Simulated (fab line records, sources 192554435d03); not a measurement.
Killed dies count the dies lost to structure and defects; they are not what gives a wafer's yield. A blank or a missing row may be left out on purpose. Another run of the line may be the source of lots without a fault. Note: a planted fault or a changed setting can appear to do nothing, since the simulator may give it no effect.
Split-lot trial ; flow n5Finfet ; 7 lots, 21 wafers read, on a route of 1938 steps

## SPLIT DETAILS
At N5_BEOL_M9_COAT_64 (time 60 s, resist thk 12 nm), the setting spinRpm was moved away from the recipe's 1500 rpm on 4 of the 21 wafers read, by -9.8% to +4.5%. This setting was run at the recipe's value on the other wafers.

Reading taken at the split's own step.

## THE READING
SiARC_of_BEOL_M9_COAT_64.thkNm (the simulator's own value, which no gauge read), in nm, at N5_BEOL_M9_COAT_64 (time 60 s, resist thk 12 nm). The file does not state a usual value for it.

wafer;tool, chamber at the split;spinRpm as run, rpm;against the recipe;SiARC_of_BEOL_M9_COAT_64.thkNm, nm;against lot-mates on the recipe
L082.2;lithoTrack-01, 0;1500;recipe;12;-
L082.4;lithoTrack-01, 0;1500;recipe;12;-
L082.6;lithoTrack-01, 0;1500;recipe;12;-
L080.1;lithoTrack-05, 0;1500;recipe;12;-
L080.3;lithoTrack-05, 0;1567;+4.5%;11.8;-0.2
L080.6;lithoTrack-05, 0;1567;+4.5%;11.8;-0.2
L083.2;lithoTrack-01, 0;1500;recipe;12;-
L083.3;lithoTrack-01, 0;1500;recipe;12;-
L083.5;lithoTrack-01, 0;1500;recipe;12;-
L084.3;lithoTrack-05, 0;1500;recipe;12;-
L084.4;lithoTrack-05, 0;1500;recipe;12;-
L084.5;lithoTrack-05, 0;1500;recipe;12;-
L088.1;lithoTrack-01, 0;1500;recipe;12;-
L088.3;lithoTrack-01, 0;1500;recipe;12;-
L088.5;lithoTrack-01, 0;1500;recipe;12;-
L097.1;lithoTrack-02, 0;1500;recipe;12;-
L097.4;lithoTrack-02, 0;1353;-9.8%;12.6;+0.6
L097.6;lithoTrack-02, 0;1353;-9.8%;12.6;+0.6
L096.1;lithoTrack-01, 0;1500;recipe;12;-
L096.2;lithoTrack-01, 0;1500;recipe;12;-
L096.5;lithoTrack-01, 0;1500;recipe;12;-

FIT RESULTS
A straight line over all 21 wafers: SiARC_of_BEOL_M9_COAT_64.thkNm changes by -0.058 nm for each +1% of spinRpm; r = -1.00; the points scatter about the line by 0.02 nm.
The same after taking each lot's own level away (the mean of its wafers on the recipe; 21 wafers): -0.058 nm for each +1%; r = -1.00; scatter 0.02 nm.
According to that fit, moving spinRpm by its largest amount changes the reading by 0.57 nm.
The lots' own levels span 12.00 to 12.00 nm.
Consequently the slope shifts little with the lot-to-lot level, the two slopes agreeing.
Check: +0.56 nm against its lot-mates is what the line predicts for one of the wafers moved furthest among these (-9.8%) when that wafer is left out of the fit. It came out at +0.6 nm against them.

## FURTHER SPLITS ON THESE WAFERS
Before the reading, these wafers also passed through other splits. Each is held against what the fit with the lots' levels taken away leaves over:
other split on the same wafers;wafers away from the commonest value;r with SiARC_of_BEOL_M9_COAT_64.thkNm (lot level and that fit taken away)
N5_BEOL_M5_COAT_22 spinRpm;6;+0.12
N5_BEOL_M7_DESCUM_33 timeS;8;-0.37
N5_BEOL_M8_COAT_22 spinRpm;5;-0.46
N5_BEOL_M8_EXPOSE_25 doseMj;5;+0.12
N5_BEOL_M9_COAT_05 spinRpm;11;+0.41
N5_BEOL_M9_DESCUM_16 timeS;6;+0.42

## FILE'S OWN FIT
SiARC_of_BEOL_M9_COAT_64.thkNm changes by -0.0584 nm for each +1% of spinRpm, r = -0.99.
